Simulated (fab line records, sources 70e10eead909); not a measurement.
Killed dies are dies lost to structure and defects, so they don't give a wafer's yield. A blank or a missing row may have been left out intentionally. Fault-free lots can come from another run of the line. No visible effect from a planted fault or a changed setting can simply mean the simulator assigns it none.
Matching of chambers || flow nand harc || NHARC_A_CONTACT_ETCH_90 on rie diel-10 has 4 sister chambers
The step etches the open film in CH3F/O2, target depth 40 nm, time 85.7 s. 30 wafers are shown with their chamber, then 12 later ones without.

== EACH WAFER AND ITS CHAMBER ==
{"wafer": "L074.4", "chamber": 1, "showerhead plenum p Torr (Torr)": 2.45, "drypump motor current A (A)": 5.66, "rf vpp V (V)": 243.6}
{"wafer": "L074.5", "chamber": 2, "showerhead plenum p Torr (Torr)": 2.53, "drypump motor current A (A)": 6.10, "rf vpp V (V)": 245.9}
{"wafer": "L074.6", "chamber": 1, "showerhead plenum p Torr (Torr)": 2.45, "drypump motor current A (A)": 5.62, "rf vpp V (V)": 243.5}
{"wafer": "L076.1", "chamber": 1, "showerhead plenum p Torr (Torr)": 2.45, "drypump motor current A (A)": 5.62, "rf vpp V (V)": 243.2}
{"wafer": "L076.2", "chamber": 0, "showerhead plenum p Torr (Torr)": 2.59, "drypump motor current A (A)": 5.33, "rf vpp V (V)": 246.9}
{"wafer": "L076.6", "chamber": 2, "showerhead plenum p Torr (Torr)": 2.53, "drypump motor current A (A)": 6.01, "rf vpp V (V)": 244.4}
{"wafer": "L075.2", "chamber": 1, "showerhead plenum p Torr (Torr)": 2.45, "drypump motor current A (A)": 5.62, "rf vpp V (V)": 243.9}
{"wafer": "L075.4", "chamber": 2, "showerhead plenum p Torr (Torr)": 2.53, "drypump motor current A (A)": 6.02, "rf vpp V (V)": 245.5}
{"wafer": "L075.6", "chamber": 2, "showerhead plenum p Torr (Torr)": 2.53, "drypump motor current A (A)": 6.03, "rf vpp V (V)": 244.7}
{"wafer": "L081.2", "chamber": 3, "showerhead plenum p Torr (Torr)": 2.61, "drypump motor current A (A)": 5.87, "rf vpp V (V)": 246.2}
{"wafer": "L081.3", "chamber": 1, "showerhead plenum p Torr (Torr)": 2.44, "drypump motor current A (A)": 5.66, "rf vpp V (V)": 242.6}
{"wafer": "L081.4", "chamber": 0, "showerhead plenum p Torr (Torr)": 2.59, "drypump motor current A (A)": 5.30, "rf vpp V (V)": 246.3}
{"wafer": "L082.1", "chamber": 1, "showerhead plenum p Torr (Torr)": 2.44, "drypump motor current A (A)": 5.65, "rf vpp V (V)": 243.6}
{"wafer": "L082.5", "chamber": 1, "showerhead plenum p Torr (Torr)": 2.44, "drypump motor current A (A)": 5.62, "rf vpp V (V)": 244.2}
{"wafer": "L082.6", "chamber": 2, "showerhead plenum p Torr (Torr)": 2.53, "drypump motor current A (A)": 6.08, "rf vpp V (V)": 247.5}
{"wafer": "L084.3", "chamber": 1, "showerhead plenum p Torr (Torr)": 2.44, "drypump motor current A (A)": 5.66, "rf vpp V (V)": 244.3}
{"wafer": "L084.5", "chamber": 3, "showerhead plenum p Torr (Torr)": 2.61, "drypump motor current A (A)": 5.89, "rf vpp V (V)": 245.7}
{"wafer": "L084.6", "chamber": 2, "showerhead plenum p Torr (Torr)": 2.53, "drypump motor current A (A)": 6.05, "rf vpp V (V)": 245.1}
{"wafer": "L086.1", "chamber": 2, "showerhead plenum p Torr (Torr)": 2.53, "drypump motor current A (A)": 6.02, "rf vpp V (V)": 245.0}
{"wafer": "L086.2", "chamber": 1, "showerhead plenum p Torr (Torr)": 2.44, "drypump motor current A (A)": 5.62, "rf vpp V (V)": 245.2}
{"wafer": "L086.4", "chamber": 3, "showerhead plenum p Torr (Torr)": 2.61, "drypump motor current A (A)": 5.89, "rf vpp V (V)": 245.7}
{"wafer": "L087.1", "chamber": 3, "showerhead plenum p Torr (Torr)": 2.60, "drypump motor current A (A)": 5.91, "rf vpp V (V)": 246.5}
{"wafer": "L087.4", "chamber": 1, "showerhead plenum p Torr (Torr)": 2.44, "drypump motor current A (A)": 5.64, "rf vpp V (V)": 242.1}
{"wafer": "L087.5", "chamber": 2, "showerhead plenum p Torr (Torr)": 2.53, "drypump motor current A (A)": 6.05, "rf vpp V (V)": 245.8}
{"wafer": "L088.2", "chamber": 3, "showerhead plenum p Torr (Torr)": 2.60, "drypump motor current A (A)": 5.90, "rf vpp V (V)": 244.9}
{"wafer": "L088.4", "chamber": 1, "showerhead plenum p Torr (Torr)": 2.44, "drypump motor current A (A)": 5.64, "rf vpp V (V)": 244.3}
{"wafer": "L088.5", "chamber": 3, "showerhead plenum p Torr (Torr)": 2.60, "drypump motor current A (A)": 5.89, "rf vpp V (V)": 247.1}
{"wafer": "L090.1", "chamber": 0, "showerhead plenum p Torr (Torr)": 2.58, "drypump motor current A (A)": 5.31, "rf vpp V (V)": 246.2}
{"wafer": "L090.3", "chamber": 3, "showerhead plenum p Torr (Torr)": 2.60, "drypump motor current A (A)": 5.89, "rf vpp V (V)": 246.7}
{"wafer": "L090.5", "chamber": 3, "showerhead plenum p Torr (Torr)": 2.60, "drypump motor current A (A)": 5.90, "rf vpp V (V)": 245.8}

SIGNATURES (averages over the wafers above)
{"reading": "showerhead plenum p Torr", "chamber 0": 2.5867, "chamber 1": 2.4436, "chamber 2": 2.5300, "chamber 3": 2.6037, "scatter within a chamber": 0.00442}
{"reading": "drypump motor current A", "chamber 0": 5.3133, "chamber 1": 5.6373, "chamber 2": 6.0450, "chamber 3": 5.8925, "scatter within a chamber": 0.0212}
{"reading": "rf vpp V", "chamber 0": 246.467, "chamber 1": 243.682, "chamber 2": 245.488, "chamber 3": 246.075, "scatter within a chamber": 0.821}
Rule: a wafer's distance from a chamber is the root of the sum, over the readings, of the square of ((its reading less the chamber's mean) divided by the reading's scatter). The wafer belongs to the nearest chamber; if the next one is less than 2 further off, it can't be placed. The scatter: the root of (the sum of the squares of (reading less its chamber's mean) over the shown wafers, divided by (wafers less chambers)).

== WAFERS WITH NO CHAMBER GIVEN ==
{"wafer": "L089.1", "showerhead plenum p Torr (Torr)": 2.58, "drypump motor current A (A)": 5.31, "rf vpp V (V)": 245.0}
{"wafer": "L089.4", "showerhead plenum p Torr (Torr)": 2.53, "drypump motor current A (A)": 6.07, "rf vpp V (V)": 244.3}
{"wafer": "L089.5", "showerhead plenum p Torr (Torr)": 2.53, "drypump motor current A (A)": 6.05, "rf vpp V (V)": 245.7}
{"wafer": "L091.4", "showerhead plenum p Torr (Torr)": 2.44, "drypump motor current A (A)": 5.63, "rf vpp V (V)": 244.4}
{"wafer": "L091.5", "showerhead plenum p Torr (Torr)": 2.60, "drypump motor current A (A)": 5.87, "rf vpp V (V)": 247.2}
{"wafer": "L091.6", "showerhead plenum p Torr (Torr)": 2.52, "drypump motor current A (A)": 6.04, "rf vpp V (V)": 244.9}
{"wafer": "L095.1", "showerhead plenum p Torr (Torr)": 2.58, "drypump motor current A (A)": 5.30, "rf vpp V (V)": 245.4}
{"wafer": "L095.2", "showerhead plenum p Torr (Torr)": 2.43, "drypump motor current A (A)": 5.62, "rf vpp V (V)": 241.4}
{"wafer": "L095.3", "showerhead plenum p Torr (Torr)": 2.60, "drypump motor current A (A)": 5.89, "rf vpp V (V)": 246.0}
{"wafer": "L096.2", "showerhead plenum p Torr (Torr)": 2.43, "drypump motor current A (A)": 5.64, "rf vpp V (V)": 243.0}
{"wafer": "L096.5", "showerhead plenum p Torr (Torr)": 2.43, "drypump motor current A (A)": 5.64, "rf vpp V (V)": 244.5}
{"wafer": "L096.6", "showerhead plenum p Torr (Torr)": 2.58, "drypump motor current A (A)": 5.29, "rf vpp V (V)": 245.1}

== WHICH CHAMBER EACH WENT THROUGH ==
{"wafer": "L089.1", "from the rows above": 0, "in truth": 0}
{"wafer": "L089.4", "from the rows above": 2, "in truth": 2}
{"wafer": "L089.5", "from the rows above": 2, "in truth": 2}
{"wafer": "L091.4", "from the rows above": 1, "in truth": 1}
{"wafer": "L091.5", "from the rows above": 3, "in truth": 3}
{"wafer": "L091.6", "from the rows above": 2, "in truth": 2}
{"wafer": "L095.1", "from the rows above": 0, "in truth": 0}
{"wafer": "L095.2", "from the rows above": 1, "in truth": 1}
{"wafer": "L095.3", "from the rows above": 3, "in truth": 3}
{"wafer": "L096.2", "from the rows above": 1, "in truth": 1}
{"wafer": "L096.5", "from the rows above": 1, "in truth": 1}
{"wafer": "L096.6", "from the rows above": 0, "in truth": 0}
Correctly placed: 12 of 12. Number that these rows cannot place: 0. Number placed wrongly: 0.
